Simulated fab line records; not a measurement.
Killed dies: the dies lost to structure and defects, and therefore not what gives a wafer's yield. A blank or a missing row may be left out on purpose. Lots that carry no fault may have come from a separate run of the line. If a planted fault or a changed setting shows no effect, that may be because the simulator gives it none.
fab line records | flow n5Finfet
[record] lots = 7 wafers = 21
route steps=1938 shown BEOL_M10@1494 BEOL_M11@1562 BEOL_M12@1605 BEOL_M14@1722 BEOL_M15@1820 TV_LITHO@1879
startH: the number of hours between the record's first day and the start of the first shown wafer of the lot | waitH: how many hours have passed since the lot's step before this one | " repeats the value in the row above | L1.1+2: several wafers, shown together as one row | - value missing, or start not given | * or withheld: withheld | < > ~ a bound
route shown NAME@n: NAME is a module with steps in the file, n the number in the route of the first one | usual: mean and standard deviation over wafers with no fault | same: alike in all rows | chamber/n: place in a boat | sites: the reading at each site | _std_site: the values' standard deviation | _edge_site: inner sites' mean taken away from outer sites' mean | radiusMm: for every site, how far away it sits from the centre of the wafer | mask NAME#n: copy n | behind: the most recent tool/chamber to have shaped the wafer | hold: why the lot went on hold/how many hours it stayed there/how the hold came to an end | device: transistor that didn't switch, given as n, p or np | end of line: the route-end tests of the same wafers | a step with no rows: only its recipe | killed: the dies lost at the first sort to structure and to defects; this is not the yield of the wafer | map: the dies of a wafer, with x for killed, . for not killed, _ for no die there
set.NAME: the setting the step ran with; set.NAME@STEP: the setting that earlier step ran with | model.NAME: the simulator's own value behind a step, which no gauge read
lots where settings were altered on purpose, with a table for each step and a row for each wafer
[[steps]]
[step N5_BEOL_M10_COAT_63]
[recipe] resist = SOC tempC = 250 timeS = 60 spinRpm = 1500 resistThkNm = 100
// columns lot.wafer tool chamber startH waitH set.spinRpm model.SOC_of_BEOL_M10_COAT_63.thkNm
L077.3 lithoTrack-02 0 228.39 0.6 1500 100.4
L077.4+5 " 0 " " 1607 97
L079.3+5+6 lithoTrack-04 0 247.42 0.0 1500 100.8
L082.4 lithoTrack-03 0 274.66 1.4 1500 100.8
L082.5+6 " 0 " " 1500 100.6
L091.3 lithoTrack-04 0 325.11 1.1 1500 100.4
L091.4 " 0 " " 1365 105
L091.5 " 0 " " 1365 105.2
L093.1 lithoTrack-04 0 332.82 2.0 1500 100.4
L093.2 " 0 " " 1636 96.2
L093.4 " 0 " " 1500 100.2
L095.2 lithoTrack-03 0 339.08 0.3 1646 96.2
L095.5+6 " 0 " " 1500 100.6
L094.2 lithoTrack-03 0 344.67 0.1 1500 99.8
L094.4 " 0 " " 1500 100.2
L094.6 " 0 " " 1500 99.6
[step N5_BEOL_M10_COAT_64]
[recipe] resist = SiARC tempC = 220 timeS = 60 spinRpm = 1500 resistThkNm = 30
// columns lot.wafer tool chamber startH waitH set.spinRpm model.SiARC_of_BEOL_M10_COAT_64.thkNm
L077.3+4 lithoTrack-02 0 - - 1423 30.8
L077.5 " 0 " " 1500 30
L079.3+5 lithoTrack-04 0 - - 1646 28.6
L079.6 " 0 " " 1646 28.8
L082.4+5 lithoTrack-03 0 - - 1500 30
L082.6 " 0 " " 1500 30.2
L091.3+5 lithoTrack-04 0 - - 1500 30.2
L091.4 " 0 " " 1500 30
L093.1 lithoTrack-04 0 - - 1500 30
L093.2+4 " 0 " " 1578 29.2
L095.2+6 lithoTrack-03 0 - - 1422 30.8
L095.5 " 0 " " 1500 30
L094.2 lithoTrack-03 0 - - 1419 31
L094.4+6 " 0 " " 1500 30
[step N5_BEOL_M10_COAT_22]
[recipe] resist = CAR-ArF spinRpm = 1500 resistThkNm = 90
[step N5_BEOL_M10_EBR_24]
[recipe] solvent = PGMEA ebrWidthMm = 1.5
[step N5_BEOL_M10_DESCUM_33]
[recipe] chemistry = O2 timeS = 7.9 sourcePowerW = 50 biasPowerW = 20 pressureMtorr = 20 rfFrequencyHz = 2.712e+07 tempC = 40 resist = CAR-ArF o2FlowSccm = 225
[step N5_BEOL_M10_ETCH_65]
[recipe] chemistry = CF4 target = SiARC targetDepthA = 390 maskMaterial = CAR-ArF timeS = 65 ionEnergyEv = 80 pressureMtorr = 40 sourceW = 545 biasW = 36 Ar_flow_sccm = 100 cf4FlowSccm = 100 ends = cleared
// columns lot.wafer tool chamber startH waitH set.spinRpm@BEOL_M10_COAT_64 model.CAR-ArF_of_BEOL_M10_COAT_22.thkNm model.etch.depthNm
L077.3 rieDiel-05 1 228.89 0.0 1423 54.6 30.75
L077.4 " 0 " " 1423 54.8 30.79
L077.5 " 0 " " 1500 55.6 29.97
L079.3 rieDiel-02 0 248.44 0.0 1646 57 28.64
L079.5 " 1 " " 1646 57.2 28.57
L079.6 " 2 " " 1646 57 28.71
L082.4 rieDiel-02 1 275.03 0.0 1500 55.8 30.06
L082.5 " 0 " " 1500 56 30.08
L082.6 " 3 " " 1500 55.6 30.11
L091.3 rieDiel-02 3 325.85 0.0 1500 55.6 30.11
L091.4 " 0 " " 1500 55.6 30.08
L091.5 " 3 " " 1500 55.6 30.13
L093.1 rieDiel-05 0 333.32 0.0 1500 56 29.92
L093.2+4 " 3,2 " " 1578 56.6 29.16
L095.2 rieDiel-06 0 339.59 0.0 1422 55 30.81
L095.5 " 0 " " 1500 55.8 29.93
L095.6 " 1 " " 1422 55 30.78
L094.2 rieDiel-05 2 345.06 0.0 1419 54.6 30.92
L094.4 " 0 " " 1500 55.6 30.06
L094.6 " 3 " " 1500 55.6 30.01
[step N5_BEOL_M10_ETCH_66]
[recipe] chemistry = N2/H2 target = SOC targetDepthA = 1200 overetchA = 240 maskMaterial = SiARC tempC = 40 timeS = 180 ionEnergyEv = 200 pressureMtorr = 30 sourceW = 840 biasW = 150 n2FlowSccm = 200 h2FlowSccm = 200
// columns lot.wafer tool chamber startH waitH set.spinRpm@BEOL_M10_COAT_63 model.etch.depthNm
L077.3 rieDiel-05 1 228.94 0.0 1500 100.4
L077.4+5 " 0 " " 1607 96.94
L079.3+5 rieDiel-02 0,1 248.49 0.0 1500 100.7
L079.6 " 2 " " 1500 100.9
L082.4 rieDiel-02 1 275.08 0.0 1500 100.8
L082.5 " 0 " " 1500 100.6
L082.6 " 3 " " 1500 100.7
L091.3 rieDiel-02 3 325.90 0.0 1500 100.3
L091.4 " 0 " " 1365 105
L091.5 " 3 " " 1365 105.2
L093.1 rieDiel-05 0 333.37 0.0 1500 100.4
L093.2 " 3 " " 1636 96.11
L093.4 " 2 " " 1500 100.2
L095.2 rieDiel-06 0 339.64 0.0 1646 96.17
L095.5 " 0 " " 1500 100.6
L095.6 " 1 " " 1500 100.7
L094.2 rieDiel-05 2 345.11 0.0 1500 99.8
L094.4 " 0 " " 1500 100.1
L094.6 " 3 " " 1500 99.62
[step N5_BEOL_M10_STRIP_69]
[recipe] chemistry = N2/H2 tempC = 40 n2FlowSccm = 200 h2FlowSccm = 200 rfFrequencyHz = 6e+07
[step N5_BEOL_M10_VIA_ETCH_34]
[recipe] chemistry = C4F6/O2 target = SiCOH_lowk targetDepthA = 1845 maskMaterial = SOC taperDeg = 4 timeS = 69.2 ionEnergyEv = 250 pressureMtorr = 30 sourceW = 345 biasW = 185 Ar_flow_sccm = 300 C4F6_flow_sccm = 10 O2_flow_sccm = 10
// columns lot.wafer tool chamber startH waitH set.spinRpm@BEOL_M10_COAT_63 model.SOC_of_BEOL_M10_COAT_63.thkNm
L077.3 rieDiel-05 1 229.06 0.0 1500 92.4
L077.4 " 0 " " 1607 89
L077.5 " 0 " " 1607 88.8
L079.3+5+6 rieDiel-02 0,1,2 248.61 0.0 1500 93
L082.4 rieDiel-02 1 275.20 0.0 1500 93
L082.5 " 0 " " 1500 92.8
L082.6 " 3 " " 1500 92.6
L091.3 rieDiel-02 3 326.02 0.0 1500 92.4
L091.4 " 0 " " 1365 97
L091.5 " 3 " " 1365 97.2
L093.1+4 rieDiel-05 0,2 333.49 0.0 1500 92.2
L093.2 " 3 " " 1636 88
L095.2 rieDiel-06 0 339.76 0.0 1646 88.2
L095.5 " 0 " " 1500 92.6
L095.6 " 1 " " 1500 92.8
L094.2 rieDiel-05 2 345.23 0.0 1500 91.8
L094.4 " 0 " " 1500 92
L094.6 " 3 " " 1500 91.6
[step N5_BEOL_M11_COAT_22]
[recipe] resist = CAR-ArF spinRpm = 1500 resistThkNm = 90
// columns lot.wafer tool chamber startH waitH set.spinRpm model.CAR-ArF_of_BEOL_M11_COAT_22.thkNm
L077.3+5 lithoTrack-01 0 - - 1363 94.6
L077.4 " 0 " " 1500 89.8
L079.3+6 lithoTrack-01 0 - - 1656 85.6
L079.5 " 0 " " 1500 90
L082.4+5 lithoTrack-02 0 - - 1500 90.2
L082.6 " 0 " " 1500 90
L091.3 lithoTrack-02 0 - - 1342 95
L091.4 " 0 " " 1500 90
L091.5 " 0 " " 1342 95.2
L093.1+2 lithoTrack-05 0 - - 1500 90.2
L093.4 " 0 " " 1500 90
L095.2 lithoTrack-02 0 - - 1606 87.2
L095.5 " 0 " " 1606 87
L095.6 " 0 " " 1500 90
L094.2+4 lithoTrack-02 0 - - 1586 87.8
L094.6 " 0 " " 1500 90.4
[step N5_BEOL_M11_ETCH_66]
[recipe] chemistry = N2/H2 target = SOC targetDepthA = 1200 overetchA = 240 maskMaterial = SiARC tempC = 40 timeS = 180 ionEnergyEv = 200 pressureMtorr = 30 sourceW = 840 biasW = 150 n2FlowSccm = 200 h2FlowSccm = 200
// columns lot.wafer tool chamber startH waitH set.timeS model.SiARC_of_BEOL_M11_COAT_64.thkNm
L077.3 rieDiel-04 3 242.25 0.0 140.2 24.4
L077.4+5 " 1,3 " " 180 22.8
L079.3+5 rieDiel-04 1 266.61 0.0 180 22.8
L079.6 " 0 " " 180 22.6
L082.4+5 rieDiel-04 1 284.04 0.0 180 22.8
L082.6 " 2 " " 180 22.6
L091.3+5 rieDiel-01 0,1 333.72 0.0 141.5 24.2
L091.4 " 3 " " 180 22.2
L093.1 rieDiel-01 2 343.89 0.0 180 22.6
L093.2 " 1 " " 155.6 23.6
L093.4 " 0 " " 180 22.8
L095.2 rieDiel-01 1 346.76 0.0 180 22.6
L095.5 " 0 " " 180 22.8
L095.6 " 3 " " 168 23
L094.2 rieDiel-01 3 356.62 0.0 180 22.2
L094.4 " 2 " " 180 22.6
L094.6 " 3 " " 168.8 22.6
[step N5_BEOL_M12_COAT_04]
[recipe] spinRpm = 1625 resistThkNm = 400
// columns lot.wafer tool chamber startH waitH set.spinRpm model.coat_of_BEOL_M12_COAT_04.thkNm
L077.3 lithoTrack-03 0 - - 1625 401.2
L077.4 " 0 " " 1757 385.6
L077.5 " 0 " " 1625 401.8
L079.3 lithoTrack-03 0 - - 1625 399.4
L079.5 " 0 " " 1625 399.2
L079.6 " 0 " " 1447 422.6
L082.4 lithoTrack-03 0 - - 1625 401.8
L082.5 " 0 " " 1625 401.2
L082.6 " 0 " " 1625 401
L091.3 lithoTrack-04 0 - - 1561 409.2
L091.4 " 0 " " 1625 401
L091.5 " 0 " " 1625 401.4
L093.1 lithoTrack-04 0 - - 1728 389.6
L093.2 " 0 " " 1728 388
L093.4 " 0 " " 1625 402.8
L095.2 lithoTrack-04 0 - - 1786 383
L095.5 " 0 " " 1625 400.8
L095.6 " 0 " " 1786 382.8
L094.2 lithoTrack-04 0 - - 1625 401.6
L094.4 " 0 " " 1625 400.4
L094.6 " 0 " " 1625 401.8
[step N5_BEOL_M12_EBR_06]
[recipe] solvent = PGMEA ebrWidthMm = 1.5
[step N5_BEOL_M12_SOFTBAKE_05]
[recipe] tempC = 130 timeS = 60
[step N5_BEOL_M12_ETCH_59]
[recipe] chemistry = N2/H2 target = BARC targetDepthA = 890 overetchA = 267 timeS = 67.9 ionEnergyEv = 200 pressureMtorr = 30 sourceW = 840 biasW = 150 n2FlowSccm = 200 h2FlowSccm = 200
[step N5_BEOL_M12_VIA_ETCH_16]
[recipe] chemistry = C4F8/O2/Ar target = SiOC pressureMtorr = 30 sourceW = 3000 biasW = 700 Ar_flow_sccm = 400 C4F8_flow_sccm = 15 O2_flow_sccm = 8 heInnerTorr = 15 heOuterTorr = 30 targetDepthA = 7248 timeS = withheld ionEnergyEv = 250 ends = cleared
[step N5_BEOL_M12_STRIP_63]
[recipe] chemistry = N2/H2 powerW = 1000 tempC = 250 h2Frac = 0.65 overashFraction = 0.3 pressureMtorr = 1000 n2FlowSccm = 1750 h2FlowSccm = 3250
[usual] stripTimeToEndpointS = 42.7/0.74
// columns lot.wafer tool chamber startH waitH set.spinRpm@BEOL_M12_COAT_04 stripTimeToEndpointS
L077.3 plasmaAsher-01 0 248.67 - 1625 43.6
L077.4 " 1 " " 1757 39.0
L077.5 " 0 " " 1625 42.4
L079.3 plasmaAsher-01 1 271.24 - 1625 42.9
L079.5 " 1 " " 1625 41.8
L079.6 " 0 " " 1447 48.1
L082.4 plasmaAsher-01 0 288.57 - 1625 42.5
L082.5 " 0 " " 1625 42.9
L082.6 " 1 " " 1625 42.0
L091.3 plasmaAsher-02 1 339.08 - 1561 46.6
L091.4 " 0 " " 1625 43.3
L091.5 " 0 " " 1625 42.7
L093.1 plasmaAsher-01 1 347.65 - 1728 38.9
L093.2 " 0 " " 1728 38.8
L093.4 " 1 " " 1625 42.6
L095.2 plasmaAsher-01 1 353.54 - 1786 36.4
L095.5 " 1 " " 1625 41.3
L095.6 " 0 " " 1786 36.3
L094.2 plasmaAsher-02 1 360.61 - 1625 43.8
L094.4 " 0 " " 1625 40.2
L094.6 " 0 " " 1625 42.1
[step N5_BEOL_M14_EXPOSE_07]
[recipe] maskId = V13 na = 0.8 sourceShape = annular sigmaInner = 0.5 sigmaOuter = 0.8 polarization = unpolarized attpsmPhaseDeg = 180 doseMj = 57
// columns lot.wafer tool chamber startH waitH mask set.doseMj
L077.3+4+5 krfScanner-02 0 259.56 - V13#0 58.41
L079.3 krfScanner-02 0 283.81 - V13#0 57
L079.5+6 " 0 " " V13#0 59.29
L082.4+5+6 krfScanner-01 0 301.96 - V13#0 57
L091.3+5 krfScanner-01 0 348.98 - V13#0 57
L091.4 " 0 " " V13#0 54.02
L093.1+2 krfScanner-01 0 359.55 - V13#0 57
L093.4 " 0 " " V13#0 58.29
L095.2+6 krfScanner-01 0 366.30 - V13#0 57
L095.5 " 0 " " V13#0 55.27
L094.2+4 krfScanner-02 0 368.97 - V13#0 53.81
L094.6 " 0 " " V13#0 57
[step N5_BEOL_M14_PEB_08]
[recipe] pebTempC = 130 pebTimeS = 90
// columns lot.wafer tool chamber startH waitH set.pebTempC
L077.3 lithoTrack-01 0 259.61 0.0 127.9
L077.4+5 " 0 " " 130
L079.3+6 lithoTrack-01 0 283.86 0.0 130
L079.5 " 0 " " 128.7
L082.4+5+6 lithoTrack-01 0 302.01 0.0 130
L091.3+4+5 lithoTrack-05 0 349.03 0.0 130
L093.1+4 lithoTrack-05 0 359.61 0.1 130
L093.2 " 0 " " 126.7
L095.2+6 lithoTrack-05 0 366.35 0.0 129
L095.5 " 0 " " 130
L094.2+6 lithoTrack-01 0 369.03 0.0 130
L094.4 " 0 " " 127.2
[step N5_BEOL_M14_DEVELOP_09]
[recipe] developTimeS = 45 rinseLiquid = diw dry = airSpin devTempC = 21
[step N5_BEOL_M14_HARDBAKE_14]
[recipe] tempC = 130 timeS = 120
[step N5_BEOL_M14_CD_MEAS_10]
[recipe] targetCdNm = 250 landingEnergyEv = 500 detector = seInlens polarity = opening
[usual] cdNm = 250.1/1.5
// columns lot.wafer tool chamber startH waitH set.doseMj@BEOL_M14_EXPOSE_07 set.pebTempC@BEOL_M14_PEB_08 cdNm
L077.3 cdSem-02 0 259.73 - 58.41 127.9 243.7
L077.4 " 0 " " 58.41 130 253.7
L077.5 " 0 " " 58.41 130 254.6
L079.3 cdSem-03 0 283.97 - 57 130 249.7
L079.5 " 0 " " 59.29 128.7 249.6
L079.6 " 0 " " 59.29 130 255.8
L082.4 cdSem-02 0 302.12 - 57 130 252.2
L082.5 " 0 " " 57 130 250.9
L082.6 " 0 " " 57 130 249.9
L091.3 cdSem-02 0 349.14 - 57 130 249.2
L091.4 " 0 " " 54.02 130 241.1
L091.5 " 0 " " 57 130 248.5
L093.1 cdSem-01 0 359.72 - 57 130 249.4
L093.2 " 0 " " 57 126.7 230.5
L093.4 " 0 " " 58.29 130 254.2
L095.2 cdSem-01 0 366.47 - 57 129 244.2
L095.5 " 0 " " 55.27 130 244.5
L095.6 " 0 " " 57 129 244.6
L094.2 cdSem-01 0 369.14 - 53.81 130 243.1
L094.4 " 0 " " 53.81 127.2 227.9
L094.6 " 0 " " 57 130 251.3
[step N5_BEOL_M14_STRIP_71]
[recipe] chemistry = postEtchResidueRemover timeS = 60 tempC = 25 removerPh = withheld removerWaterWtPct = withheld removerFluorideWtPct = withheld
[step N5_BEOL_M14_SRD_72]
[recipe] timeS = 30 tempC = 23 rinseLiquid = diw dry = n2Spin spinRpm = 1500 dryTimeS = 30
[step N5_BEOL_M14_CD_MEAS_17]
[recipe] targetCdNm = 250 polarity = opening
[usual] cdNm = 250.8/1.7
// columns lot.wafer tool chamber startH waitH set.doseMj@BEOL_M14_EXPOSE_07 set.pebTempC@BEOL_M14_PEB_08 cdNm
L077.3 cdSem-03 - 260.25 0.0 58.41 127.9 244.0
L077.4 " - " " 58.41 130 256.1
L077.5 " - " " 58.41 130 255.4
L079.3 cdSem-02 - 284.68 0.0 57 130 250.8
L079.5 " - " " 59.29 128.7 251.4
L079.6 " - " " 59.29 130 257.2
L082.4 cdSem-03 - 302.65 0.0 57 130 253.7
L082.5 " - " " 57 130 252.2
L082.6 " - " " 57 130 251.6
L091.3 cdSem-02 - 349.67 0.0 57 130 250.5
L091.4 " - " " 54.02 130 241.3
L091.5 " - " " 57 130 248.8
L093.1 cdSem-01 - 360.25 0.0 57 130 250.1
L093.2 " - " " 57 126.7 231.7
L093.4 " - " " 58.29 130 255.7
L095.2 cdSem-03 - 367.06 0.0 57 129 245.0
L095.5 " - " " 55.27 130 245.1
L095.6 " - " " 57 129 245.4
L094.2 cdSem-03 - 369.71 0.0 53.81 130 244.4
L094.4 " - " " 53.81 127.2 227.6
L094.6 " - " " 57 130 253.2
[step N5_BEOL_M14_SPUTTER_43]
[recipe] material = TaN targetThkA = 150 tempC = 50 biasV = 168.6 powerW = 15000 chamberPressurePa = 0.12 timeS = 24.19
// columns lot.wafer tool chamber startH waitH set.powerW model.TaN_of_BEOL_M14_SPUTTER_43.thkNm
L077.3+4+5 pvdSputter-01 - 261.65 0.0 15000 15
L079.3 pvdSputter-01 - 288.90 0.0 15000 15.2
L079.5+6 " - " " 15000 15
L082.4+5+6 pvdSputter-03 - 306.48 0.0 15000 14.8
L091.3+5 pvdSputter-03 - 358.82 0.0 17090 17
L091.4 " - " " 15000 14.8
L093.1 pvdSputter-01 - 362.07 0.0 13620 13.4
L093.2 " - " " 15000 14.8
L093.4 " - " " 13620 13.6
L095.2+5+6 pvdSputter-03 - 370.03 0.0 15000 14.8
L094.2+4+6 pvdSputter-01 - 372.62 0.0 15690 15.8
[step N5_BEOL_M15_SPUTTER_44]
[recipe] material = Ta targetThkA = 150 tempC = 50 biasV = 80 powerW = 15000 chamberPressurePa = 0.07 timeS = 24.19
// columns lot.wafer tool chamber startH waitH set.powerW model.Ta_of_BEOL_M15_SPUTTER_44.thkNm
L077.3 pvdSputter-02 - 267.08 0.0 16820 17
L077.4 " - " " 15000 15.2
L077.5 " - " " 16820 16.8
L079.3+5 pvdSputter-03 - 299.02 0.0 15000 15
L079.6 " - " " 12890 12.8
L082.4+5 pvdSputter-03 - 312.34 0.0 15000 15
L082.6 " - " " 15000 14.8
L091.3+4+5 pvdSputter-01 - 365.43 0.0 15000 14.8
L093.1 pvdSputter-03 - 369.75 0.0 15000 15
L093.2 " - " " 14310 14.4
L093.4 " - " " 14310 14.6
L095.2+5 pvdSputter-02 - 376.00 0.0 16340 16.2
L095.6 " - " " 15000 14.8
L094.2 pvdSputter-02 - 377.36 0.0 12830 12.8
L094.4 " - " " 15000 15
L094.6 " - " " 12830 12.6
[step N5_PASSIVATION_EXPOSE_07]
[recipe] maskId = TV na = 0.55 sourceShape = conventional sigmaOuter = 0.8 polarization = unpolarized defocusNm = 0 targetCdNm = 3000 doseMj = 22.75
// columns lot.wafer tool chamber startH waitH mask set.doseMj
L077.3+4+5 krfScanner-02 0 275.05 - TV#0 22.75
L079.3 krfScanner-02 0 309.53 - TV#0 22.75
L079.5+6 " 0 " " TV#0 23.6
L082.4+5+6 krfScanner-01 0 322.10 - TV#0 22.75
L091.3+4+5 krfScanner-02 0 374.99 - TV#0 22.75
L093.1+2+4 krfScanner-02 0 380.02 - TV#0 22.75
L095.2 krfScanner-01 0 384.60 - TV#0 22.75
L095.5+6 " 0 " " TV#0 21.91
L094.2+4 krfScanner-01 0 384.63 - TV#0 24.35
L094.6 " 0 " " TV#0 22.75
[step N5_PASSIVATION_PEB_08]
[recipe] pebTempC = withheld pebTimeS = *
[step N5_PASSIVATION_DEVELOP_09]
[recipe] developTimeS = 60 rinseLiquid = diw dry = airSpin devTempC = 21
[step N5_PASSIVATION_HARDBAKE_11]
[recipe] tempC = 130 timeS = 120
[step N5_PASSIVATION_CD_MEAS_10]
[recipe] targetCdNm = 3000 landingEnergyEv = 500 detector = seInlens
[usual] cdNm = 3000.3/1.6
// columns lot.wafer tool chamber startH waitH set.doseMj@PASSIVATION_EXPOSE_07 cdNm
L077.3 cdSem-03 0 275.22 - 22.75 3000.1
L077.4 " 0 " " 22.75 2999.8
L077.5 " 0 " " 22.75 2998.3
L079.3 cdSem-02 0 309.70 - 22.75 3000.3
L079.5 " 0 " " 23.6 3008.4
L079.6 " 0 " " 23.6 3008.8
L082.4 cdSem-03 0 322.26 - 22.75 3000.8
L082.5 " 0 " " 22.75 3001.1
L082.6 " 0 " " 22.75 3000.0
L091.3 cdSem-03 0 375.16 - 22.75 2999.9
L091.4 " 0 " " 22.75 2998.8
L091.5 " 0 " " 22.75 2999.8
L093.1 cdSem-02 0 380.20 - 22.75 3003.1
L093.2 " 0 " " 22.75 2999.2
L093.4 " 0 " " 22.75 2999.2
L095.2 cdSem-03 0 384.77 - 22.75 2999.9
L095.5 " 0 " " 21.91 2989.2
L095.6 " 0 " " 21.91 2991.4
L094.2 cdSem-01 0 384.80 - 24.35 3012.3
L094.4 " 0 " " 24.35 3016.4
L094.6 " 0 " " 22.75 3000.6
[[key]]
[split] step = N5_BEOL_M10_COAT_63 setting = spinRpm stated = 1500 by = wafer
[response] step = N5_BEOL_M10_COAT_63 reading = model.SOC_of_BEOL_M10_COAT_63.thkNm change = -0.475 per = 1% r = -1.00
[response] step = N5_BEOL_M10_ETCH_66 reading = model.etch.depthNm change = -0.484 per = 1% r = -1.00
[response] step = N5_BEOL_M10_VIA_ETCH_34 reading = model.SOC_of_BEOL_M10_COAT_63.thkNm change = -0.483 per = 1% r = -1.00
[split] step = N5_BEOL_M10_COAT_64 setting = spinRpm stated = 1500 by = wafer
[response] step = N5_BEOL_M10_COAT_64 reading = model.SiARC_of_BEOL_M10_COAT_64.thkNm change = -0.163 per = 1% r = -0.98
[response] step = N5_BEOL_M10_ETCH_65 reading = model.CAR-ArF_of_BEOL_M10_COAT_22.thkNm change = +0.158 per = 1% r = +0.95
[response] step = N5_BEOL_M10_ETCH_65 reading = model.etch.depthNm change = -0.158 per = 1% r = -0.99
[split] step = N5_BEOL_M11_COAT_22 setting = spinRpm stated = 1500 by = wafer
[response] step = N5_BEOL_M11_COAT_22 reading = model.CAR-ArF_of_BEOL_M11_COAT_22.thkNm change = -0.464 per = 1% r = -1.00
[split] step = N5_BEOL_M11_ETCH_66 setting = timeS stated = 180 by = wafer
[response] step = N5_BEOL_M11_ETCH_66 reading = model.SiARC_of_BEOL_M11_COAT_64.thkNm change = -0.0771 per = 1% r = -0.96
[split] step = N5_BEOL_M12_COAT_04 setting = spinRpm stated = 1625 by = wafer
[response] step = N5_BEOL_M12_COAT_04 reading = model.coat_of_BEOL_M12_COAT_04.thkNm change = -2.01 per = 1% r = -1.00
[response] step = N5_BEOL_M12_STRIP_63 reading = stripTimeToEndpointS change = * per = 1% r = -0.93
[split] step = N5_BEOL_M14_EXPOSE_07 setting = doseMj stated = 57 by = wafer
[response] step = N5_BEOL_M14_CD_MEAS_10 reading = cdNm slope = +1.57 per = 1% togetherWith = pebTempC@BEOL_M14_PEB_08 explained = 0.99
[response] step = N5_BEOL_M14_CD_MEAS_17 reading = cdNm slope = +1.73 per = 1% togetherWith = pebTempC@BEOL_M14_PEB_08 explained = 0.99
[split] step = N5_BEOL_M14_PEB_08 setting = pebTempC stated = 130 by = wafer
[response] step = N5_BEOL_M14_CD_MEAS_10 reading = cdNm change = +7.58 per = 1% r = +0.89
[response] step = N5_BEOL_M14_CD_MEAS_17 reading = cdNm change = +7.91 per = 1% r = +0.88
[split] step = N5_BEOL_M14_SPUTTER_43 setting = powerW stated = 15000 by = wafer
[response] step = N5_BEOL_M14_SPUTTER_43 reading = model.TaN_of_BEOL_M14_SPUTTER_43.thkNm change = +0.153 per = 1% r = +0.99
[split] step = N5_BEOL_M15_SPUTTER_44 setting = powerW stated = 15000 by = wafer
[response] step = N5_BEOL_M15_SPUTTER_44 reading = model.Ta_of_BEOL_M15_SPUTTER_44.thkNm change = +0.152 per = 1% r = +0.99
[split] step = N5_PASSIVATION_EXPOSE_07 setting = doseMj stated = 22.75 by = wafer
[response] step = N5_PASSIVATION_CD_MEAS_10 reading = cdNm change = +2.11 per = 1% r = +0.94
